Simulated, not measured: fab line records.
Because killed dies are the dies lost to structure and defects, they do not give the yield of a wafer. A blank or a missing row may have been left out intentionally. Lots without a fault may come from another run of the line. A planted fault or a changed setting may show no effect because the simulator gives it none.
fab line records	flow nandHarc
[record] lots = 14	wafers = 42	lastDay = 24
route steps=1159 shown A_CONTACT@872 THIN_TSV@1133 END@1158
lots that met no fault: from a run of the same line without faults
startH: start of the lot's first displayed wafer, in hours after the record's first day	waitH: hours from the lot's prior step to this one	" the same as in the row above	L1.1+2: one row covering several wafers at once	- no value, or no start given	* or withheld: withheld	< > ~ a bound
route shown NAME@n: names a module that has steps shown in the file, with the first one's number in the route	usual: mean/standard deviation of fault-free wafers	same: alike in all rows	chamber/n: place in a boat	sites: readings site by site	_std_site: how widely they spread, as a standard deviation	_edge_site: inner sites' mean taken away from outer sites' mean	radiusMm: how far each site lies from the wafer's centre	mask NAME#n: copy n	behind: the last tool/chamber to shape the wafer	hold: the reason the lot was held/the length of the hold in hours/how it ended	device: transistor that didn't switch, given as n, p or np	end of line: tests of these same wafers at the route's end	for a step that has no rows: nothing shown but its recipe	killed: the dies lost at the first sort to structure and to defects; this is not the yield of the wafer	map: a wafer's dies, marking killed ones x, the rest . and places with no die _
set.NAME: the setting as run; set.NAME@STEP: as run at that earlier step	model.NAME: the simulator's own value behind a step, which no gauge read
one table for each step of the route and one row for each wafer, over a sample of lots
services: a tool's chamber out of use, with start hour (startH, from the record's first day; less than 0 if before it), hours out, and reason
[[steps]]
[step NHARC_A_CONTACT_ETCH_121]
[recipe] sourceW = withheld	pressureMtorr = 20	biasV = 3000	timeS = 94	targetDepthA = 9220	arFlowSccm = withheld	c4f8FlowSccm = withheld	o2FlowSccm = withheld	chemistry = C4F8/O2/Ar
lot.wafer	tool	chamber	startH	waitH	rfHoursCounterH
L672.2	harCapEtch-03	0	377.80	0.1	83
L672.3	"	0	"	"	-
L672.6	"	1	"	"	-
L671.2	harCapEtch-02	1	378.72	0.1	13
L671.3	"	0	"	"	-
L671.5	"	0	"	"	-
L673.2	harCapEtch-01	1	381.78	0.1	57
L673.3	"	1	"	"	-
L673.5	"	0	"	"	-
L676.2	harCapEtch-03	1	391.23	0.1	85
L676.5	"	1	"	"	-
L676.6	"	0	"	"	-
L674.2	harCapEtch-02	1	396.40	0.1	16
L674.3	"	0	"	"	-
L674.5	"	1	"	"	-
L675.3	harCapEtch-03	1	401.41	0.1	-
L675.4	"	0	"	"	-
L675.5	"	1	"	"	-
L677.2	harCapEtch-01	0	410.32	0.1	63
L677.4	"	1	"	"	-
L677.6	"	0	"	"	-
L678.2	harCapEtch-03	1	410.84	0.1	89
L678.3	"	0	"	"	-
L678.6	"	0	"	"	-
L679.2	harCapEtch-01	0	425.68	0.1	66
L679.1	"	1	"	"	66
L679.3	"	0	"	"	-
L681.2	harCapEtch-03	0	428.66	0.1	92
L681.3	"	1	"	"	-
L681.4	"	0	"	"	-
L688.2	harCapEtch-01	1	483.39	0.1	76
L688.3	"	0	"	"	-
L688.6	"	1	"	"	-
L689.2	harCapEtch-02	1	487.81	0.1	34
L689.3	"	0	"	"	-
L689.5	"	0	"	"	-
L692.3	harCapEtch-03	0	500.90	0.1	-
L692.5	"	0	"	"	-
L692.6	"	1	"	"	-
L693.2	harCapEtch-02	1	509.37	0.1	38
L693.5	"	1	"	"	-
L693.6	"	0	"	"	-
[step NHARC_THIN_TSV_CMP_21]
[recipe] tOverpolishS = 30	targetThkNm = 2000
[usual] motorCurrentA = 12.0/1.4	overpolishRunS = 30.001/0.0079
lot.wafer	tool	chamber	startH	waitH	motorCurrentA	overpolishRunS
L672.2	cmp-02	1	435.66	-	11.6	30.014
L672.3	"	2	"	"	13.6	30.016
L672.6	"	1	"	"	11.2	30.006
L671.2	cmp-03	0	436.66	-	14.1	29.996
L671.3	"	1	"	"	11.5	29.992
L671.5	"	3	"	"	12.7	30.006
L673.3	cmp-01	1	443.08	-	12.4	30.014
L673.2	"	2	"	"	11.1	30.003
L673.5	"	1	"	"	12.2	30.002
L676.2	cmp-01	2	444.37	-	11.8	30.004
L676.6	"	3	"	"	14.1	30.005
L676.5	"	0	"	"	10.9	30.004
L674.2	cmp-02	1	452.26	-	11.9	30.011
L674.3	"	2	"	"	13.2	29.987
L674.5	"	3	"	"	11.3	29.995
L675.3	cmp-02	0	453.42	-	9.9	30.002
L675.4	"	1	"	"	11.7	29.995
L675.5	"	0	"	"	10.0	29.998
L677.2	cmp-02	2	474.46	-	13.4	30.014
L677.4	"	3	"	"	10.5	30.000
L677.6	"	1	"	"	11.6	29.998
L678.3	cmp-03	2	475.69	-	13.5	30.009
L678.2	"	3	"	"	12.3	30.011
L678.6	"	3	"	"	12.9	29.996
L679.2	cmp-01	0	483.35	-	11.5	30.006
L679.1	"	1	"	"	12.6	30.005
L679.3	"	3	"	"	14.1	29.988
L681.4	cmp-03	2	484.47	-	13.8	29.985
L681.2	"	3	"	"	11.9	29.999
L681.3	"	0	"	"	13.8	29.991
L688.2	cmp-03	2	539.24	-	13.7	30.012
L688.3	"	3	"	"	12.1	30.000
L688.6	"	1	"	"	11.8	29.989
L689.3	cmp-01	1	542.18	-	11.8	30.001
L689.2	"	3	"	"	14.1	29.990
L689.5	"	2	"	"	11.3	29.990
L692.3	cmp-02	2	551.70	-	13.3	29.998
L692.5	"	3	"	"	10.9	29.992
L692.6	"	0	"	"	9.5	30.011
L693.2	cmp-03	0	562.68	-	13.8	30.019
L693.5	"	0	"	"	15.0	30.009
L693.6	"	1	"	"	12.2	30.011
[step NHARC_END_WLT_00]
[usual] VT_DECK1_BOTTOM = 0.874/0.008	VT_DECK1_BOTTOM_INNER = 0.873/0.0077	VT_DECK1_MEDIAN_NEAR_BOTTOM = 0.874/0.0081	VT_DECK1_MEDIAN_NEAR_BOTTOM_INNER = 0.874/0.008	VT_DECK1_MIDDLE = 0.887/0.007	VT_DECK1_MIDDLE_INNER = 0.886/0.0065	VT_DECK1_TOP = 0.899/0.0067	VT_DECK1_TOP_INNER = 0.898/0.0066
lot.wafer	tool	chamber	startH	waitH	VT_DECK1_BOTTOM	VT_DECK1_BOTTOM_INNER	VT_DECK1_MEDIAN_NEAR_BOTTOM	VT_DECK1_MEDIAN_NEAR_BOTTOM_INNER	VT_DECK1_MIDDLE	VT_DECK1_MIDDLE_INNER	VT_DECK1_TOP	VT_DECK1_TOP_INNER
L671.2	prober-01	-	443.59	0.5	0.881	0.878	0.885	0.881	0.895	0.894	0.902	0.905
L671.3	"	-	"	"	0.881	0.873	0.876	0.879	0.887	0.892	0.900	0.903
L671.5	"	-	445.10	2.1	0.878	0.881	0.894	0.882	0.891	0.892	0.898	0.900
L672.2	prober-02	-	443.61	0.6	0.871	0.869	0.873	0.864	0.888	0.881	0.904	0.899
L672.3	"	-	"	"	0.877	0.876	0.865	0.875	0.892	0.877	0.898	0.897
L672.6	"	-	445.65	2.6	0.871	0.870	0.859	0.863	0.888	0.877	0.898	0.897
L673.2	prober-02	-	451.36	1.0	0.886	0.890	0.883	0.895	0.893	0.895	0.904	0.907
L673.3	"	-	"	"	0.881	0.871	0.871	0.878	0.891	0.891	0.906	0.903
L673.5	"	-	452.87	2.5	0.888	0.875	0.878	0.884	0.891	0.887	0.893	0.905
L676.2	prober-01	-	451.52	1.2	0.870	0.875	0.874	0.869	0.887	0.882	0.902	0.913
L676.5	"	-	453.04	2.7	0.871	0.872	0.867	0.873	0.884	0.886	0.899	0.896
L676.6	"	-	"	"	0.878	0.876	0.874	0.883	0.879	0.895	0.908	0.903
L674.2	prober-01	-	461.06	0.5	0.859	0.854	0.851	0.858	0.876	0.871	0.887	0.893
L674.3	"	-	"	"	0.869	0.860	0.864	0.868	0.878	0.881	0.892	0.896
L674.5	"	-	462.57	2.1	0.858	0.850	0.862	0.862	0.871	0.873	0.893	0.885
L675.3	prober-02	-	461.57	1.1	0.864	0.877	0.874	0.881	0.883	0.880	0.894	0.899
L675.4	"	-	"	"	0.865	0.866	0.865	0.858	0.882	0.887	0.895	0.898
L675.5	"	-	"	"	0.861	0.861	0.859	0.857	0.881	0.873	0.893	0.892
L677.2	prober-01	-	482.50	0.5	0.863	0.862	0.866	0.863	0.876	0.882	0.889	0.897
L677.4	"	-	483.50	1.5	0.861	0.872	0.874	0.869	0.881	0.882	0.908	0.888
L677.6	"	-	"	"	0.853	0.860	0.862	0.861	0.877	0.881	0.883	0.891
L678.2	prober-02	-	482.52	0.6	0.861	0.876	0.872	0.877	0.889	0.885	0.893	0.887
L678.3	"	-	"	"	0.873	0.867	0.862	0.868	0.881	0.884	0.892	0.900
L678.6	"	-	484.51	2.5	0.871	0.871	0.869	0.874	0.882	0.881	0.895	0.890
L679.1	prober-01	-	490.77	0.0	0.881	0.877	0.871	0.883	0.889	0.884	0.895	0.896
L679.2	"	-	"	"	0.873	0.874	0.881	0.878	0.893	0.880	0.897	0.890
L679.3	"	-	"	"	0.869	0.881	0.874	0.868	0.891	0.885	0.899	0.897
L681.2	prober-02	-	491.28	0.6	0.881	0.881	0.876	0.876	0.892	0.900	0.905	0.896
L681.3	"	-	"	"	0.879	0.882	0.877	0.869	0.896	0.893	0.902	0.907
L681.4	"	-	"	"	0.876	0.875	0.880	0.869	0.886	0.890	0.908	0.907
L688.2	prober-01	-	548.61	2.2	0.885	0.889	0.881	0.889	0.890	0.889	0.892	0.898
L688.3	"	-	"	"	0.872	0.872	0.875	0.880	0.886	0.895	0.895	0.885
L688.6	"	-	550.59	4.2	0.876	0.876	0.877	0.883	0.878	0.889	0.905	0.912
L689.2	prober-02	-	556.29	6.2	0.873	0.867	0.881	0.879	0.889	0.901	0.906	0.911
L689.3	"	-	"	"	0.888	0.875	0.877	0.882	0.897	0.897	0.904	0.914
L689.5	"	-	557.79	7.7	0.865	0.873	0.886	0.886	0.903	0.894	0.903	0.904
L692.3	prober-02	-	564.57	7.1	0.875	0.884	0.876	0.881	0.898	0.888	0.907	0.906
L692.5	"	-	565.58	8.1	0.886	0.877	0.891	0.885	0.892	0.899	0.907	0.903
L692.6	"	-	"	"	0.879	0.868	0.874	0.871	0.882	0.887	0.908	0.892
L693.2	prober-01	-	569.51	0.6	0.877	0.864	0.876	0.867	0.895	0.880	0.899	0.899
L693.5	"	-	571.04	2.1	0.870	0.877	0.877	0.879	0.890	0.887	0.903	0.912
L693.6	"	-	"	"	0.884	0.884	0.877	0.876	0.897	0.886	0.912	0.899
[step NHARC_END_SORT_01]
[recipe] tempC = 25
[usual] killedAtArray = 21/8.9	killedAtOther = 0.8/1.3	killedAtPeriphery = 3.6/2.4	killedDies = 26/8.9	killedOpen = 3.1/1.8	killedShort = 1.9/1.3
[same] grossDies = 677
lot.wafer	tool	chamber	startH	waitH	killedAtArray	killedAtOther	killedAtPeriphery	killedDies	killedOpen	killedShort
L678.2	prober-02	0	485.81	2.8	47	1	10	58	11	5
L678.3	prober-02	0	486.60	3.1	116	0	5	121	3	3
L678.6	prober-02	0	488.98	4.0	117	1	6	124	4	0
L681.2	prober-02	0	494.60	2.8	93	0	5	98	3	3
L681.3	prober-02	0	495.38	3.1	12	0	7	19	4	3
L681.4	prober-02	0	496.17	3.4	96	0	4	100	2	0
// killed by level:class
L678.2 A_CHANNEL_HOLE_D1:chamberFilmFlake=17 A_SLIT:chamberFilmFlake=11 P_M0:chamberFilmFlake=4 A_CHANNEL_FILL_D1:geometricParticle:open=3 P_GATE:chamberFilmFlake=3 A_ZERO_WELL:chamberFilmFlake=3 P_M2:geometricParticle:open=2 A_ONON_D1:geometricParticle:short=2
L678.3 A_CONTACT:unspecified=83 A_CHANNEL_HOLE_D1:chamberFilmFlake=18 P_M0:chamberFilmFlake=4 A_SLIT:chamberFilmFlake=3 A_M0:chamberFilmFlake=3 A_CONTACT:chamberFilmFlake=2 P_M0:geometricParticle:short=1 A_ONON_D1:geometricParticle:short=1
L678.6 A_CONTACT:unspecified=92 A_CHANNEL_HOLE_D1:chamberFilmFlake=11 A_M0:chamberFilmFlake=5 P_M0:chamberFilmFlake=4 A_SLIT:chamberFilmFlake=4 A_M0:geometricParticle:open=2 P_GATE:geometricParticle:open=1 A_CONTACT:geometricParticle:open=1
L681.2 A_CONTACT:unspecified=83 A_CHANNEL_HOLE_D1:chamberFilmFlake=3 P_M1:chamberFilmFlake=2 P_STI:geometricParticle:open=1 P_GATE:geometricParticle:short=1 A_SGD_CUT:geometricParticle:open=1 A_WL_FILL:geometricParticle:short=1 A_CONTACT:geometricParticle:open=1
L681.3 P_M1:chamberFilmFlake=5 A_CHANNEL_HOLE_D1:chamberFilmFlake=4 P_GATE:geometricParticle:open=1 P_M0:geometricParticle:open=1 A_ONON_D1:geometricParticle:short=1 A_CHANNEL_FILL_D1:geometricParticle:short=1 A_SGD_CUT:geometricParticle:open=1 A_WL_FILL:geometricParticle:short=1
L681.4 A_CONTACT:unspecified=92 P_M1:chamberFilmFlake=4 A_CHANNEL_HOLE_D1:geometricParticle:open=1 A_M0:geometricParticle:open=1 A_CHANNEL_HOLE_D1:chamberFilmFlake=1 A_WL_FILL:chamberFilmFlake=1
[[services]]
tool	chamber	startH	hours	kind
cmp-03	-	356.00	-	consumableReplace:conditioner
cmp-03	-	356.00	-	consumableReplace:pad
cmp-02	-	368.01	1.7	repair
cmp-01	-	375.50	4.0	pm
cmp-02	-	419.80	3.5	repair
cmp-01	-	424.06	0.9	repair
cmp-02	-	427.28	-	consumableReplace:conditioner
cmp-03	-	430.90	0.9	repair
cmp-02	-	440.91	2.0	repair
cmp-03	-	450.03	4.0	pm
cmp-01	-	455.80	2.8	repair
cmp-01	-	473.50	4.0	pm
cmp-01	-	487.74	0.3	repair
cmp-01	-	516.01	1.7	repair
cmp-03	-	516.46	0.2	repair
cmp-02	-	521.28	4.0	pm
harCapEtch-03	-	545.15	17.0	pm
harCapEtch-03	0	545.15	17.0	ventCycle
harCapEtch-03	1	545.15	17.0	ventCycle
cmp-03	-	548.03	4.0	pm
cmp-03	-	559.22	0.6	repair
harCapEtch-03	0	562.15	-	clean
harCapEtch-03	1	562.15	-	clean
cmp-01	-	562.76	1.5	repair
[[key]]
[firstSign] step = NHARC_END_SORT_01	reading = killedDies	direction = up	sigmas = 9.5	usual = 26	struck = 111
[effect] step = NHARC_END_SORT_01	reading = killedAtArray	direction = up	sigmas = 9.5	usual = 21	struck = 106
[moreKillsBornAt] NHARC_A_CONTACT_ETCH_121@harCapEtch-03 = 341
metAt NHARC_A_CONTACT_ETCH_121
struckLots L678,L681
struckWafers L678.3,L678.6,L681.2,L681.4
testerLeftOut L678,L681
notActingAt NHARC_THIN_TSV_CMP_21,NHARC_END_WLT_00
onsetBetween 401.41 410.84
[fault] kind = chamberParticleSource	tool = harCapEtch-03	chamber = 0	onsetH = 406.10	steps = NHARC_A_CONTACT_ETCH_121	ratePerVisitCm2 = 1.1564	endH = 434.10
// testerLeftOut: of these lots the tester's yield and bins aren't shown, on N5 and GAA mostly nor the transistor test; their killed dies are dies lost to structure and defects alone, not to doping, threshold or leakage, so they don't give the yield
